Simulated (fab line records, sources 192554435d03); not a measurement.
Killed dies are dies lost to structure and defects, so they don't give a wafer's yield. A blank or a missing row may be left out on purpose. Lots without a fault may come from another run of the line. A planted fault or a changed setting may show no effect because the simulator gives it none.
Which tool did it? | flow n5_finfet | 7 lots, 21 wafers sampled, at 7 steps of a route of 1938

WHAT THE GAUGES READ, wafer by wafer
N5_BEOL_M7_RS_MEAS_57: measures by four-point-probe. Usual: M7_RS 0.288 ohm/sq, standard deviation 0.0075.
lot  | measured     | on            | M7_RS (ohm/sq)    | flag
L795 | day 10 00:25 | film_metro-02 | 0.274 0.284 0.280 |
L799 | day 11 21:20 | film_metro-02 | 0.285 0.288 0.297 |
L801 | day 11 22:46 | film_metro-02 | 0.289 0.289 0.294 |
L804 | day 12 19:50 | film_metro-01 | 0.284 0.295 0.280 |
L809 | day 14 02:25 | film_metro-02 | 0.297 0.294 0.299 |
L810 | day 14 04:22 | film_metro-02 | 0.281 0.292 0.295 |
L813 | day 14 19:57 | film_metro-01 | 0.289 0.304 0.294 |

N5_BEOL_M8_CD_MEAS_11: target cd 38.5 nm. Usual: cd_nm 38.7 nm, standard deviation 0.45.
lot  | measured     | on        | cd_nm (nm)     | flag
L795 | day 10 02:37 | cd_sem-03 | 39.2 39.5 39.4 |
L799 | day 12 01:19 | cd_sem-01 | 38.3 38.4 38.4 |
L801 | day 12 01:28 | cd_sem-01 | 39.0 38.9 38.8 |
L804 | day 12 22:07 | cd_sem-01 | 39.0 38.9 39.0 |
L809 | day 14 04:18 | cd_sem-02 | 41.6 40.9 41.4 | OFF
L810 | day 14 06:17 | cd_sem-03 | 40.2 40.5 40.9 | OFF
L813 | day 14 22:50 | cd_sem-02 | 38.0 38.6 38.2 |

N5_BEOL_M8_CD_MEAS_18: pitch 80 nm, target cd 40 nm. Usual: cd_nm 40.2 nm, standard deviation 0.53.
lot  | measured     | on        | cd_nm (nm)     | flag
L795 | day 10 03:26 | cd_sem-03 | 40.6 40.4 41.4 |
L799 | day 12 01:52 | cd_sem-03 | 39.7 40.6 40.1 |
L801 | day 12 02:01 | cd_sem-02 | 41.1 40.7 40.6 |
L804 | day 12 22:40 | cd_sem-01 | 40.8 40.6 40.5 |
L809 | day 14 05:27 | cd_sem-02 | 43.0 42.6 42.9 | OFF
L810 | day 14 06:55 | cd_sem-02 | 41.9 41.7 41.9 | OFF
L813 | day 15 00:09 | cd_sem-02 | 39.4 40.1 39.6 |

N5_BEOL_M15_RC_MEAS_101. Usual: COMB_M10 1.47e-11 S/m, standard deviation 2.9e-12; COMB_M11 1.48e-11 S/m, standard deviation 2.9e-12; COMB_M12 6.6e-12 S/m, standard deviation 1.3e-12; COMB_M13 5.4e-12 S/m, standard deviation 1.3e-12; COMB_M14 4.1e-12 S/m, standard deviation 8e-13; COMB_M15 2.9e-12 S/m, standard deviation 7e-13; COMB_M5 3.6e-11 S/m, standard deviation 7.9e-12; COMB_M6 2.6e-11 S/m, standard deviation 6.4e-12; COMB_M7 2.6e-11 S/m, standard deviation 5.1e-12; COMB_M8 2.6e-11 S/m, standard deviation 5.1e-12; COMB_M9 1.5e-11 S/m, standard deviation 3.2e-12; SERP_M10 3.08 ohm/um, standard deviation 0.077; SERP_M11 3.08 ohm/um, standard deviation 0.077; SERP_M12 0.639 ohm/um, standard deviation 0.014; SERP_M13 0.309 ohm/um, standard deviation 0.0055; SERP_M14 0.162 ohm/um, standard deviation 0.0031; SERP_M5 38.9 ohm/um, standard deviation 1.3; SERP_M6 13.8 ohm/um, standard deviation 0.46; SERP_M7 13.9 ohm/um, standard deviation 0.5; SERP_M8 13.8 ohm/um, standard deviation 0.51; SERP_M8_max_site 14.3 ohm/um, standard deviation 0.55; SERP_M9 3.07 ohm/um, standard deviation 0.085.
lot  | measured     | on        | COMB_M10 (S/m)             | COMB_M11 (S/m)             | COMB_M12 (S/m)          | COMB_M13 (S/m)          | COMB_M14 (S/m)          | COMB_M15 (S/m)          | COMB_M5 (S/m)           | COMB_M6 (S/m)           | COMB_M7 (S/m)           | COMB_M8 (S/m)           | COMB_M9 (S/m)           | SERP_M10 (ohm/um) | SERP_M11 (ohm/um) | SERP_M12 (ohm/um) | SERP_M13 (ohm/um) | SERP_M14 (ohm/um) | SERP_M5 (ohm/um) | SERP_M6 (ohm/um) | SERP_M7 (ohm/um) | SERP_M8 (ohm/um) | SERP_M8_max_site (ohm/um) | SERP_M9 (ohm/um) | flag
L795 | day 12 07:56 | prober-01 | 1.82e-11 1.48e-11 1.31e-11 | 1.62e-11 1.79e-11 1.64e-11 | 6.9e-12 6.4e-12 5.7e-12 | 2.7e-12 4.8e-12 4.4e-12 | 4.8e-12 2.9e-12 2.4e-12 | 1.8e-12 1.9e-12 1.7e-12 | 3.2e-11 4.4e-11 3.6e-11 | 2.3e-11 2.3e-11 2.7e-11 | 3.2e-11 2.8e-11 2.4e-11 | 2.9e-11 2.3e-11 2.5e-11 | 1.5e-11 1.7e-11 1.2e-11 | 3.14 3.14 3.14    | 3.07 2.95 3.08    | 0.637 0.653 0.647 | 0.307 0.304 0.312 | 0.161 0.162 0.160 | 37.1 38.9 37.3   | 13.5 13.8 13.9   | 13.4 13.7 13.5   | 13.4 13.2 12.3   | 13.9 14.0 13.2            | 3.12 2.91 3.03   |
L799 | day 14 08:46 | prober-01 | 1.68e-11 1.25e-11 1.19e-11 | 1.23e-11 1.45e-11 1.57e-11 | 5.3e-12 5.2e-12 3.7e-12 | 4.4e-12 3.2e-12 4.6e-12 | 4e-12 2.8e-12 2.5e-12   | 2.9e-12 1.9e-12 2.7e-12 | 2.4e-11 2.6e-11 2.5e-11 | 2.2e-11 2.3e-11 2.7e-11 | 2.2e-11 2e-11 2.2e-11   | 2.7e-11 2.8e-11 3.2e-11 | 1.3e-11 1.3e-11 1.5e-11 | 3.07 3.09 3.24    | 3.14 3.04 3.19    | 0.622 0.633 0.612 | 0.312 0.300 0.313 | 0.160 0.158 0.157 | 39.2 38.5 38.5   | 13.3 13.7 13.7   | 14.3 14.8 14.5   | 13.3 14.3 13.9   | 13.8 15.0 14.3            | 3.10 3.19 3.15   |
L801 | day 14 11:32 | prober-01 | 1.46e-11 1.27e-11 1.52e-11 | 1.7e-11 1.08e-11 1.8e-11   | 3.6e-12 7e-12 4.7e-12   | 4e-12 4.9e-12 4.5e-12   | 1.5e-12 2.5e-12 2.3e-12 | 1.7e-12 2.1e-12 1.8e-12 | 4e-11 4.2e-11 4.4e-11   | 2.4e-11 2.2e-11 2.6e-11 | 1.9e-11 2.3e-11 2.3e-11 | 1.7e-11 1.8e-11 1.3e-11 | 1.2e-11 1.3e-11 1.4e-11 | 3.07 3.17 3.19    | 3.16 3.05 3.07    | 0.636 0.661 0.635 | 0.314 0.304 0.300 | 0.165 0.159 0.161 | 39.1 40.0 38.8   | 13.9 13.8 13.7   | 14.2 13.6 14.5   | 13.2 13.7 13.2   | 13.8 14.5 14.0            | 3.16 3.11 3.14   |
L804 | day 15 09:38 | prober-02 | 1.39e-11 1.73e-11 1.64e-11 | 1.18e-11 1.46e-11 1.02e-11 | 9.4e-12 5.5e-12 8e-12   | 4.8e-12 5.2e-12 4.3e-12 | 4.4e-12 4.6e-12 5.1e-12 | 3.6e-12 4.8e-12 3.5e-12 | 2.3e-11 2.7e-11 2.6e-11 | 2.6e-11 2.3e-11 3.3e-11 | 3e-11 2.2e-11 3.2e-11   | 1.5e-11 2.6e-11 2.5e-11 | 1.5e-11 1.7e-11 1.2e-11 | 2.99 2.96 3.02    | 3.11 3.19 3.21    | 0.629 0.657 0.619 | 0.317 0.313 0.309 | 0.162 0.161 0.171 | 38.2 40.6 37.5   | 14.5 13.6 13.6   | 13.3 13.8 13.3   | 14.0 13.6 13.8   | 14.4 14.2 14.9            | 3.02 3.00 3.09   |
L809 | day 16 19:28 | prober-02 | 9.7e-12 9.2e-12 1.07e-11   | 1.14e-11 1.07e-11 1.16e-11 | 9e-12 5.9e-12 1.08e-11  | 6.2e-12 5.4e-12 4.8e-12 | 4.5e-12 3.7e-12 4e-12   | 2.8e-12 2e-12 2.8e-12   | 3.3e-11 4.5e-11 4.3e-11 | 2e-11 2.8e-11 2e-11     | 2.7e-11 3e-11 2.9e-11   | 2.5e-11 2.5e-11 3.1e-11 | 1e-11 1.5e-11 1.6e-11   | 2.97 2.95 3.00    | 3.01 3.12 3.05    | 0.645 0.653 0.657 | 0.309 0.305 0.306 | 0.164 0.163 0.163 | 39.2 40.5 41.4   | 14.5 14.4 14.6   | 14.8 14.4 14.6   | 12.7 11.7 11.9   | 13.3 12.1 12.2            | 2.97 3.14 2.94   | OFF
L810 | day 16 19:53 | prober-01 | 8.2e-12 1.47e-11 1.45e-11  | 1.33e-11 1.46e-11 1.54e-11 | 5.1e-12 7.9e-12 8.7e-12 | 8e-12 6.9e-12 4e-12     | 5e-12 3.2e-12 2.9e-12   | 3e-12 2.2e-12 2.8e-12   | 3.3e-11 4.3e-11 5.2e-11 | 3.2e-11 2.4e-11 2e-11   | 3e-11 1.9e-11 3.5e-11   | 2.1e-11 2.7e-11 3.1e-11 | 2.1e-11 1.5e-11 1.7e-11 | 3.09 3.08 3.05    | 3.13 3.11 3.14    | 0.650 0.654 0.651 | 0.301 0.315 0.314 | 0.156 0.161 0.166 | 40.0 42.1 41.1   | 14.9 13.9 14.3   | 13.7 14.3 13.7   | 13.0 12.9 12.6   | 13.3 13.8 12.9            | 3.10 3.16 3.14   |
L813 | day 17 13:00 | prober-02 | 1.09e-11 1.1e-11 1.51e-11  | 1.29e-11 1.76e-11 2.19e-11 | 5.1e-12 7.4e-12 7.2e-12 | 4.7e-12 6e-12 4.8e-12   | 4.7e-12 5.2e-12 4.7e-12 | 3.2e-12 3.1e-12 2.9e-12 | 4.2e-11 3.1e-11 3.4e-11 | 2.5e-11 3.1e-11 2.4e-11 | 2.3e-11 3.7e-11 2.5e-11 | 1.1e-11 1.8e-11 2.3e-11 | 1.5e-11 1.5e-11 1.8e-11 | 3.01 3.22 2.98    | 3.12 3.08 3.11    | 0.637 0.627 0.616 | 0.307 0.308 0.314 | 0.167 0.165 0.166 | 39.9 38.3 38.3   | 12.9 13.8 13.6   | 13.6 14.9 14.2   | 14.3 13.3 13.9   | 14.7 13.6 14.3            | 3.08 3.04 3.18   |

WHICH TOOL RAN EACH LOT (tool, then ch and the chambers of the sampled wafers, then the start)
lot  | N5_BEOL_M7_SPUTTER_48        | N5_BEOL_M8_EXPOSE_08               | N5_BEOL_M8_ETCH_61
L795 | pvd_sputter-01, day 9 23:22  | arfi_scanner-01 ch 0, day 10 02:29 | rie_diel-04 ch 0,2,3, day 10 03:01
L799 | pvd_sputter-03, day 11 20:23 | arfi_scanner-03 ch 0, day 12 01:12 | rie_diel-04 ch 2,3, day 12 01:26
L801 | pvd_sputter-02, day 11 21:21 | arfi_scanner-03 ch 0, day 12 01:20 | rie_diel-03 ch 0,2,3, day 12 01:35
L804 | pvd_sputter-03, day 12 18:38 | arfi_scanner-02 ch 0, day 12 21:59 | rie_diel-04 ch 1,2,3, day 12 22:14
L809 | pvd_sputter-02, day 14 01:29 | arfi_scanner-02 ch 0, day 14 04:10 | rie_diel-01 ch 0,1,2, day 14 04:35
L810 | pvd_sputter-03, day 14 03:26 | arfi_scanner-02 ch 0, day 14 06:09 | rie_diel-04 ch 0,1, day 14 06:29
L813 | pvd_sputter-03, day 14 18:41 | arfi_scanner-01 ch 0, day 14 22:43 | rie_diel-03 ch 0,1,3, day 14 23:37
- N5_BEOL_M7_SPUTTER_48: material Cu, target thk 10 nm, time 1.667 s.
- N5_BEOL_M8_EXPOSE_08: exposes mask M8.
- N5_BEOL_M8_ETCH_61: etches SiARC in CF4, target depth 45.5 nm, time 75.8 s.

WHAT THE TOOLS THEMSELVES READ (means of the sampled wafers that have a number; where no wafer has one, the mark that the record gives instead)
N5_BEOL_M7_SPUTTER_48. Usual: throttle_valve_pct 29.7 %, standard deviation 1.1.
lot  | tool           | throttle_valve_pct (%) | flag
L795 | pvd_sputter-01 | 29.9                   |
L799 | pvd_sputter-03 | 30.0                   |
L801 | pvd_sputter-02 | 29.0                   |
L804 | pvd_sputter-03 | 30.1                   |
L809 | pvd_sputter-02 | 29.9                   |
L810 | pvd_sputter-03 | 29.5                   |
L813 | pvd_sputter-03 | 29.4                   |

N5_BEOL_M8_EXPOSE_08. Usual: exposure_dose_mJ_cm2 68.23, standard deviation 0.064; stage_vel_mm_s 499.94 mm/s, standard deviation 0.22.
lot  | tool            | exposure_dose_mJ_cm2 | stage_vel_mm_s (mm/s) | flag
L795 | arfi_scanner-01 | 68.26                | 500.14                |
L799 | arfi_scanner-03 | 68.16                | 500.17                |
L801 | arfi_scanner-03 | 68.31                | 499.73                |
L804 | arfi_scanner-02 | 68.22                | 499.81                |
L809 | arfi_scanner-02 | 71.64                | 499.75                | OFF
L810 | arfi_scanner-02 | 70.89                | 499.96                | OFF
L813 | arfi_scanner-01 | 68.30                | 500.02                |

N5_BEOL_M8_ETCH_61. Usual: chamber_pressure_mTorr 40.00 mTorr, standard deviation 0.035; drypump_motor_current_A 5.9 A, standard deviation 0.42; etch_rf_on_time_s 75.9 s, standard deviation 1.1; oes_product_au 0.69 a.u., standard deviation 0.09; rf_vpp_V 184.1 V, standard deviation 1; showerhead_plenum_p_Torr 2.15 Torr, standard deviation 0.053; throttle_valve_pct 15.63 %, standard deviation 0.27.
lot  | tool        | chamber_pressure_mTorr (mTorr) | drypump_motor_current_A (A) | etch_rf_on_time_s (s) | oes_product_au (a.u.) | rf_vpp_V (V) | showerhead_plenum_p_Torr (Torr) | throttle_valve_pct (%) | flag
L795 | rie_diel-04 | 40.03                          | 5.5                         | 75.8                  | 0.66                  | 183.6        | 2.11                            | 15.62                  |
L799 | rie_diel-04 | 40.00                          | 5.7                         | 75.2                  | 0.70                  | 183.1        | 2.11                            | 15.56                  |
L801 | rie_diel-03 | 40.04                          | 5.8                         | 75.9                  | 0.75                  | 184.4        | 2.13                            | 15.45                  |
L804 | rie_diel-04 | 40.00                          | 5.6                         | 76.0                  | 0.65                  | 183.7        | 2.14                            | 15.76                  |
L809 | rie_diel-01 | 40.02                          | 6.3                         | 77.0                  | 0.63                  | 184.4        | 2.16                            | 15.76                  |
L810 | rie_diel-04 | 40.03                          | 5.5                         | 77.3                  | 0.72                  | 183.5        | 2.14                            | 15.47                  |
L813 | rie_diel-03 | 39.98                          | 5.9                         | 75.5                  | 0.77                  | 184.1        | 2.12                            | 15.40                  |

THE ANSWER, worked out from the rows above alone
Rule: a lot is off if the mean of its wafers that have a number lies more than 3 standard deviations from the usual mean. A lot without any number at a reading at which 4 lots or more have one is off too. The other lots that the step has rows for count as sound. The gauges are gone through in route order, then the tools' own readings, and for those a lot's mean is taken as printed above. The first step at which some lot is off is used, and at that step the reading that is off furthest; a lot without a number counts as furthest.
Off: L809, L810, at N5_BEOL_M8_CD_MEAS_11 (cd_nm).
A tool fits if, at a process step before that reading, it ran every lot that is off, and no sound lot after the first of them. The gauges at N5_BEOL_M8_CD_MEAS_11 aren't tried: what is off there is off at N5_BEOL_M8_EXPOSE_08 too, on other tools, and a gauge's error can't cause that. One fits: arfi_scanner-02 at N5_BEOL_M8_EXPOSE_08. Its last sound lot is L804 (day 12 21:59), its first lot that is off L809 (day 14 04:10): a fault that began between those two fits.
The tool's own readings at N5_BEOL_M8_EXPOSE_08 bear it out: on the lots that are off they differ by more than 5 times the standard deviation of the sound lots' means. exposure_dose_mJ_cm2 reads 71.27 there against 68.25 on the sound lots.

WHAT THE SIMULATOR HAD PUT IN
Process parameter drift: arfi_scanner-02, from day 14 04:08 on, at N5_BEOL_M8_EXPOSE_08. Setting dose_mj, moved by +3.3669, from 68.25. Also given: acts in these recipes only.
Lots struck among those shown: L809, L810. The rule above found the same.
